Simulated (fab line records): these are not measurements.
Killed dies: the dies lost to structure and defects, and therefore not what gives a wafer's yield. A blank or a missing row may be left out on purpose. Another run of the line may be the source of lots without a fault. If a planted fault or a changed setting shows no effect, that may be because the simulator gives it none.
Matching of chambers | flow n5_finfet | N5_BEOL_M15_STRIP_36 on rie_diel-02: 4 sister chambers
The step strips in O2. 4 wafers are shown with their chamber, then 7 later ones without.

WAFERS, EACH WITH ITS CHAMBER
wafer  | chamber | drypump_motor_current_A (A)
L620.2 | 3       | 5.5
L620.3 | 2       | 5.0
L620.6 | 0       | 5.2
L629.5 | 1       | 5.7

WAFERS WITHOUT THEIR CHAMBER
wafer  | drypump_motor_current_A (A)
L629.6 | 5.2
L628.2 | 5.0
L628.4 | 5.5
L628.6 | 5.2
L630.1 | 5.2
L630.3 | 5.5
L630.4 | 5.6

WHICH CHAMBER EACH WENT THROUGH
wafer  | from the rows above     | in truth
L629.6 | 0                       | 0
L628.2 | 2                       | 2
L628.4 | 3                       | 3
L628.6 | 0                       | 0
L630.1 | 0                       | 0
L630.3 | 3                       | 3
L630.4 | can't be placed: 3 or 1 | 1
Placed correctly: 6 of 7. Cannot be placed on the basis of these rows: 1; the candidates contain the true chamber in 1. 0 placed wrongly.
How it was worked out, from the rows above alone: a wafer's distance from a chamber is the root of the sum, over the readings, of the square of ((its reading less the chamber's mean) divided by the reading's scatter). If the next closest chamber is less than 2 further off than the closest, the wafer can't be placed; otherwise it belongs to the closest. A chamber's mean is the mean of its shown wafers. The scatter: with one shown wafer a chamber, the root of the mean of the squares of how far each hidden wafer lies from its nearest shown one.
